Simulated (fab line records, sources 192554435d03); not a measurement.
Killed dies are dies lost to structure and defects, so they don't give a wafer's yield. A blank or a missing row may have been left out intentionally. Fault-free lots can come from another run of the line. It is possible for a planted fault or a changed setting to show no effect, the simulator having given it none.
Chamber matching | flow n5-finfet | N5_DUMMY_GATE_ETCH_44 on rie-si-01: 4 sister chambers
The step etches poly-Si in HBr/O2, stops on SiO2, target depth 127.5 nm. 18 wafers are shown with their chamber, then 9 later ones without.

## WAFERS WITH THEIR CHAMBER
wafer  | chamber | throttle-valve-pct (%) | drypump-motor-current-A (A) | oes-product-au (a.u.)
L075.2 | 2       | 18.27                  | 5.8                         | 0.701
L075.5 | 1       | 18.05                  | 5.2                         | 0.733
L075.6 | 0       | 18.49                  | 5.0                         | 0.737
L080.1 | 1       | 18.05                  | 5.2                         | 0.721
L080.2 | 2       | 18.25                  | 5.8                         | 0.703
L080.3 | 3       | 18.48                  | 5.8                         | 0.727
L087.1 | 3       | 18.46                  | 5.7                         | 0.729
L087.2 | 0       | 18.48                  | 5.0                         | 0.727
L087.3 | 1       | 18.06                  | 5.2                         | 0.715
L087.4 | 2       | 18.26                  | 5.8                         | 0.703
L087.5 | 0       | 18.49                  | 5.0                         | 0.719
L087.6 | 1       | 18.06                  | 5.2                         | 0.710
L091.3 | 0       | 18.49                  | 5.0                         | 0.745
L091.4 | 2       | 18.26                  | 5.7                         | 0.699
L091.6 | 2       | 18.27                  | 5.7                         | 0.709
L092.2 | 3       | 18.45                  | 5.8                         | 0.733
L092.4 | 0       | 18.48                  | 5.0                         | 0.728
L092.6 | 3       | 18.48                  | 5.8                         | 0.741

SIGNATURES, as means of the wafers listed above
reading                 | chamber 0 | chamber 1 | chamber 2 | chamber 3 | scatter within a chamber
throttle-valve-pct      | 18.4860   | 18.0550   | 18.2620   | 18.4675   | 0.00916
drypump-motor-current-A | 5.000     | 5.200     | 5.760     | 5.775     | 0.0373
oes-product-au          | 0.73120   | 0.71975   | 0.70300   | 0.73250   | 0.00787
Rule: for each reading, subtract the chamber's mean from the wafer's reading, divide by that reading's scatter and square the result; add these up over the readings and take the root, which gives the wafer's distance from the chamber. The wafer belongs to the nearest chamber; if the next one is less than 2 further off, it can't be placed. The scatter: the root of (the sum of the squares of (reading less its chamber's mean) over the shown wafers, divided by (wafers less chambers)).

## WAFERS WHOSE CHAMBER IS MISSING
wafer  | throttle-valve-pct (%) | drypump-motor-current-A (A) | oes-product-au (a.u.)
L094.1 | 18.48                  | 5.0                         | 0.740
L094.2 | 18.27                  | 5.7                         | 0.711
L094.3 | 18.06                  | 5.2                         | 0.721
L096.2 | 18.27                  | 5.8                         | 0.687
L096.3 | 18.48                  | 5.0                         | 0.720
L096.5 | 18.48                  | 5.0                         | 0.741
L097.2 | 18.28                  | 5.8                         | 0.694
L097.4 | 18.05                  | 5.2                         | 0.710
L097.5 | 18.47                  | 5.0                         | 0.721

## WHICH CHAMBER EACH ONE RAN IN
wafer  | from the rows above | in truth
L094.1 | 0                   | 0
L094.2 | 2                   | 2
L094.3 | 1                   | 1
L096.2 | 2                   | 2
L096.3 | 0                   | 0
L096.5 | 0                   | 0
L097.2 | 2                   | 2
L097.4 | 1                   | 1
L097.5 | 0                   | 0
Correct placement for 9 of the 9. Can't be placed from these rows: 0. 0 placed wrongly.
